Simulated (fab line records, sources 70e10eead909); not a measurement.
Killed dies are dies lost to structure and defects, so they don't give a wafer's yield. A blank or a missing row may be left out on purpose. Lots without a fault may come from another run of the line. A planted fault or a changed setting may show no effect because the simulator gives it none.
Chamber matching | flow nand_harc | NHARC_A_BLC_ALD_23 on ald_metal-01: 4 sister chambers
The step deposits TiN, target thk 3 nm, pulse time 1 s, ald cycles 150. 14 wafers are shown with their chamber, then 7 later ones without.

WAFERS WITH THEIR CHAMBER
wafer  | chamber | heater_power_w (W) | heater_power_outer_w (W) | precursor_pulse_height_rel
L513.1 | 2       | 1060               | 669                      | 1.009
L513.5 | 2       | 1094               | 657                      | 1.018
L513.6 | 3       | 1279               | 855                      | 0.989
L515.1 | 0       | 989                | 669                      | 1.011
L515.3 | 3       | 1281               | 841                      | 0.993
L515.6 | 0       | 987                | 662                      | 1.017
L516.3 | 2       | 1051               | 641                      | 0.982
L516.4 | 0       | 943                | 674                      | 1.027
L516.6 | 2       | 1043               | 650                      | 0.990
L522.2 | 2       | 1056               | 656                      | 0.991
L522.3 | 0       | 972                | 673                      | 1.022
L522.4 | 1       | 1334               | 888                      | 1.010
L521.3 | 3       | 1266               | 887                      | 0.989
L521.5 | 2       | 1060               | 648                      | 1.010

SIGNATURES (means of the wafers above)
reading                    | chamber 0 | chamber 1 | chamber 2 | chamber 3 | scatter within a chamber
heater_power_w             | 972.75    | 1334.00   | 1060.67   | 1275.33   | 17.4
heater_power_outer_w       | 669.50    | 888.00    | 653.50    | 861.00    | 12.9
precursor_pulse_height_rel | 1.01925   | 1.01000   | 1.00000   | 0.99033   | 0.0108
Rule: a wafer's distance from a chamber is the root of the sum, over the readings, of the square of ((its reading less the chamber's mean) divided by the reading's scatter). The wafer belongs to the nearest chamber; if the next one is less than 2 further off, it can't be placed. The scatter: the root of (the sum of the squares of (reading less its chamber's mean) over the shown wafers, divided by (wafers less chambers)).

WAFERS WITHOUT THEIR CHAMBER
wafer  | heater_power_w (W) | heater_power_outer_w (W) | precursor_pulse_height_rel
L521.6 | 1312               | 896                      | 0.981
L526.1 | 1051               | 632                      | 0.997
L526.4 | 1251               | 865                      | 0.980
L526.6 | 1275               | 867                      | 1.016
L529.3 | 969                | 664                      | 1.002
L529.4 | 1292               | 865                      | 0.967
L529.6 | 1295               | 867                      | 1.040

WHICH CHAMBER EACH WENT THROUGH
wafer  | from the rows above     | in truth
L521.6 | can't be placed: 1 or 3 | 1
L526.1 | 2                       | 2
L526.4 | 3                       | 3
L526.6 | can't be placed: 3 or 1 | 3
L529.3 | 0                       | 0
L529.4 | 3                       | 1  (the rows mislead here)
L529.6 | can't be placed: 1 or 3 | 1
Placed correctly: 3 of 7. Can't be placed from these rows: 3 (the true chamber is among the candidates in 3). Placed wrongly: 1.
